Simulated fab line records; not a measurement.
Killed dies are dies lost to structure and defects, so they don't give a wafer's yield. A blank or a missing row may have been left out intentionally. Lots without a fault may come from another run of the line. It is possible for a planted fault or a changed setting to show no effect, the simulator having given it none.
A lot that was struck, set against a sound lot | flow nand_harc | 38 steps out of a route of 1159
Sound: the wafers L809.3, L809.4, L809.5. The struck wafers were L817.1, L817.4, L817.6. The cause is given at the end.
Order at every step that has rows: each side's tool, ch and its chambers, its first start. Under that, the readings that differ: sound wafers | struck wafers | difference of the means | sigmas: that difference in standard deviations of wafers without a fault.
alike: words and numbers the same on both sides, and readings whose means are apart by under 2 such deviations; not compared: readings that were withheld, readings missing a value for some wafer, numbers with overlapping values and no deviation given by the record, and bounds like >300 which may hide the same value.
The two part at a step that has a row with sigmas, a row that says differs or no value, or rows on one side only. Non-overlapping numbers with no deviation appear without sigmas and do not part them. A reading missing from all wafers of one side parts the sides only when that side holds two or more wafers.

first, 11 steps without rows for these wafers: NHARC_A_STAIRCASE_ETCH_27 (etches the open film in C4F8/O2, target depth 100 nm, time 40.5 s); NHARC_A_STAIRCASE_STRIP_175 (strips in O2); NHARC_A_STAIRCASE_STRIP_148 (strips in SPM, time 900 s); NHARC_A_STAIRCASE_PRECLEAN_149 (cleans in SC1); NHARC_A_STAIRCASE_SRD_150; NHARC_A_STAIRCASE_DEHYDRATE_176 (time 120 s); NHARC_A_STAIRCASE_HMDS_177 (time 30 s); NHARC_A_STAIRCASE_COAT_178; NHARC_A_STAIRCASE_SOFTBAKE_179 (time 170 s); NHARC_A_STAIRCASE_EBR_180; NHARC_A_STAIRCASE_EXPOSE_181 (exposes mask STAIR 2).
NHARC_A_STAIRCASE_PEB_182: peb time 130 s.
  struck on litho_track-02, day 14 19:45; sound on litho_track-03 ch 0, day 12 14:23
  no value came back on the struck wafers for chill_plate_temp_C (C), exhaust_pa (Pa), heater_power_total_W (W); on the sound wafers chill_plate_temp_C (C) reads 23.09 23.27 23.08
then, 3 steps without rows for these wafers: NHARC_A_STAIRCASE_DEVELOP_183 (time 140 s); NHARC_A_STAIRCASE_HARDBAKE_185 (time 140 s); NHARC_A_STAIRCASE_DESCUM_186 (chemistry O2, time 3 s).
NHARC_A_STAIRCASE_TRIM_187: chemistry O2, time 211.2 s.
  sound on rie_diel-10 ch 1,2,3, day 12 14:47; struck on rie_diel-12 ch 2,3, day 14 20:09
  alike: chamber_pressure_mTorr, drypump_motor_current_A, oes_product_au, rf_vpp_V, showerhead_plenum_p_Torr, throttle_valve_pct
  not compared: rf_hours_counter_h
then, 3 steps without rows for these wafers: NHARC_A_STAIRCASE_ETCH_188 (etches the open film in C4F8/O2, target depth 100 nm, time 40.5 s); NHARC_A_STAIRCASE_TRIM_189 (chemistry O2, time 211.2 s); NHARC_A_STAIRCASE_ETCH_190 (etches the open film in C4F8/O2, target depth 100 nm, time 40.5 s).
NHARC_A_STAIRCASE_TRIM_191: chemistry O2, time 211.2 s.
  sound: rie_diel-10 ch 0,2,3; struck: rie_diel-12 ch 0,2,3
  alike: chamber_pressure_mTorr, drypump_motor_current_A, oes_product_au, rf_vpp_V, showerhead_plenum_p_Torr, throttle_valve_pct
  not compared: rf_hours_counter_h
then, 1 step without rows for these wafers: NHARC_A_STAIRCASE_ETCH_192 (etches the open film in C4F8/O2, target depth 100 nm, time 40.5 s).
NHARC_A_STAIRCASE_TRIM_193: chemistry O2, time 211.2 s.
  sound: rie_diel-10 ch 0,2,3; struck: rie_diel-12 ch 0,3
  alike: chamber_pressure_mTorr, drypump_motor_current_A, oes_product_au, rf_vpp_V, showerhead_plenum_p_Torr, throttle_valve_pct
  not compared: rf_hours_counter_h
then, 1 step without rows for these wafers: NHARC_A_STAIRCASE_ETCH_194 (etches the open film in C4F8/O2, target depth 100 nm, time 40.5 s).
NHARC_A_STAIRCASE_TRIM_196: chemistry O2, time 211.2 s.
  sound on rie_diel-10 ch 0,3, day 12 15:48; struck on rie_diel-12 ch 0,2,3, day 14 21:11
  alike: chamber_pressure_mTorr, drypump_motor_current_A, oes_product_au, rf_vpp_V, showerhead_plenum_p_Torr, throttle_valve_pct
  not compared: rf_hours_counter_h
then, 1 step without rows for these wafers: NHARC_A_STAIRCASE_ETCH_197 (etches the open film in C4F8/O2, target depth 100 nm, time 40.5 s).
NHARC_A_STAIRCASE_TRIM_198: chemistry O2, time 211.2 s.
  sound: rie_diel-10 ch 2,3; struck: rie_diel-12 ch 0,1
  alike: chamber_pressure_mTorr, drypump_motor_current_A, oes_product_au, rf_vpp_V, showerhead_plenum_p_Torr, throttle_valve_pct
  not compared: rf_hours_counter_h
then, 12 steps without rows for these wafers: NHARC_A_STAIRCASE_ETCH_199 (etches the open film in C4F8/O2, target depth 100 nm, time 40.5 s); NHARC_A_STAIRCASE_TRIM_200 (chemistry O2, time 211.2 s); NHARC_A_STAIRCASE_ETCH_201 (etches the open film in C4F8/O2, target depth 100 nm, time 40.5 s); NHARC_A_STAIRCASE_TRIM_202 (chemistry O2, time 211.2 s); NHARC_A_STAIRCASE_ETCH_203 (etches the open film in C4F8/O2, target depth 100 nm, time 40.5 s); NHARC_A_STAIRCASE_STRIP_205 (strips in O2); NHARC_A_STAIRCASE_STRIP_206 (strips in SPM, time 900 s); NHARC_A_STAIRCASE_PRECLEAN_207 (cleans in SC1); NHARC_A_STAIRCASE_SRD_208; NHARC_A_STAIRCASE_DEHYDRATE_209 (time 120 s); NHARC_A_STAIRCASE_HMDS_210 (time 30 s); NHARC_A_STAIRCASE_COAT_211.

## WHERE THEY PART
Only at NHARC_A_STAIRCASE_PEB_182, within this record. Later steps at which nothing parts them and some readings are alike: NHARC_A_STAIRCASE_TRIM_187, NHARC_A_STAIRCASE_TRIM_191, NHARC_A_STAIRCASE_TRIM_193, NHARC_A_STAIRCASE_TRIM_196, NHARC_A_STAIRCASE_TRIM_198.

WHY: whatever the simulator had introduced
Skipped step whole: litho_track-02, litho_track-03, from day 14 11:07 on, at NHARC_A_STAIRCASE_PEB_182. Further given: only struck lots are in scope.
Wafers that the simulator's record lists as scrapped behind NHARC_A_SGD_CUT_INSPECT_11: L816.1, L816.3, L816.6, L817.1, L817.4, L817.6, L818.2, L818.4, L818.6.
